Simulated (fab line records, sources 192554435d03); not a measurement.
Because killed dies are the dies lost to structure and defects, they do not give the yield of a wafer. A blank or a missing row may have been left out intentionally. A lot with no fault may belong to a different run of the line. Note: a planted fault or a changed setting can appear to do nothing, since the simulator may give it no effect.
Split-lot experiment ; flow n5 finfet ; 21 wafers read across 7 lots, on a route 1938 steps long

== ABOUT THE SPLIT ==
At N5_BEOL_M7_TRENCH_ETCH_37 (etches SiCOH lowk in C4F6/O2, target depth 93.478 nm, time 31.2 s), the setting bias w was moved away from the recipe's 185 W on 8 of the 21 wafers read, by -17.8% to +17.5%. The other wafers ran this setting at the recipe's value.

== FROM THE SPLIT TO THE READING: what the file shows between them, 2 steps ==
- N5_BEOL_M7_ETCH_41: etches SiCN in CH3F/O2, target depth 31.9 nm, time 57.8 s
- N5_BEOL_M7_STRIP_80: strips in N2/H2, time 10 s

== THE READING ==
trench depth nm, in nm, at N5_BEOL_M7_OCD_MEAS_38. A value of 91.9 nm with a standard deviation of 1.6 nm is what fault-free wafers of this fab line usually give.

wafer;tool, chamber at the split;bias w as run, W;against the recipe;trench depth nm, nm;against lot-mates on the recipe
L076.1;rie diel-05, 1;185;recipe;93.6;-
L076.2;rie diel-05, 2;185;recipe;92.2;-
L076.3;rie diel-05, 3;152;-17.8%;85.0;-7.9
L075.1;rie diel-06, 2;185;recipe;91.0;-
L075.5;rie diel-06, 3;157.9;-14.6%;86.3;-4.7
L075.6;rie diel-06, 0;157.9;-14.6%;86.4;-4.6
L080.1;rie diel-06, 3;175.8;-5.0%;89.5;-2.3
L080.3;rie diel-06, 0;175.8;-5.0%;89.7;-2.1
L080.5;rie diel-06, 1;185;recipe;91.8;-
L083.2;rie diel-05, 3;185;recipe;90.0;-
L083.3;rie diel-05, 0;185;recipe;90.4;-
L083.4;rie diel-05, 1;185;recipe;93.9;-
L092.1;rie diel-06, 2,0;185;recipe;91.7;-
L092.4;rie diel-06, 2,0;185;recipe;91.8;-
L092.5;rie diel-06, 0;185;recipe;91.9;-
L094.1;rie diel-06, 1;185;recipe;91.8;-
L094.2;rie diel-06, 2;201.8;+9.1%;92.6;+0.8
L094.4;rie diel-06, 3;201.8;+9.1%;92.2;+0.4
L096.1;rie diel-05, 2;217.3;+17.5%;98.7;+5.0
L096.2;rie diel-05, 3;185;recipe;95.2;-
L096.3;rie diel-05, 0;185;recipe;92.1;-
Where a row lists several chambers, the file gives one row for several wafers and doesn't say which wafer went through which chamber.

THE FIT
A straight line over all 21 wafers: trench depth nm changes by +0.341 nm for each +1% of bias w; r = +0.89; the points scatter about the line by 1.4 nm.
The same after taking each lot's own level away (the mean of its wafers on the recipe; 21 wafers): +0.307 nm for each +1%; r = +0.90; scatter 1.2 nm.
On that fit, the largest move of bias w shifts the reading by 5.5 nm.
The lots' own levels span 91.00 to 93.65 nm, that is 1.7 times the standard deviation above.
So the slope is not independent of the lot-to-lot level: the two fits are not the same.
Check: with one of the wafers moved furthest among these (-17.8%) left out of the fit, the line predicts -5.14 nm for it against its lot-mates. It came out at -7.9 nm against them.

== THE OTHER SPLITS THESE WAFERS WENT THROUGH ==
Note: prior to the reading, these wafers also went through further splits. Each is held against what the fit with the lots' levels taken away leaves over:
other split on the same wafers;wafers away from the commonest value;r with trench depth nm (lot level and that fit taken away)
N5_BEOL_M7_EXPOSE_08 dose mj;8;-0.11
N5_BEOL_M7_ETCH_62 source w;7;-0.05

== THE WHOLE CHAIN: every reading that the file lists as answering this split, in the file's order ==
step;what it does;reading;change (the file's fit);r (the file's)
N5_BEOL_M7_TRENCH_ETCH_37;etches SiCOH lowk in C4F6/O2, target depth 93.478 nm, time 31.2 s;BEOL_M7.feature depth nm (the simulator's own value, which no gauge read);+0.335 nm for each +1% of the setting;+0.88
N5_BEOL_M7_TRENCH_ETCH_37;etches SiCOH lowk in C4F6/O2, target depth 93.478 nm, time 31.2 s;etch.depth nm (the simulator's own value, which no gauge read);+0.334 nm for each +1% of the setting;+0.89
N5_BEOL_M7_OCD_MEAS_38;;trench depth nm;+0.333 nm for each +1% of the setting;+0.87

== FILE'S OWN FIT ==
trench depth nm changes by +0.333 nm for each +1% of bias w, r = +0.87.
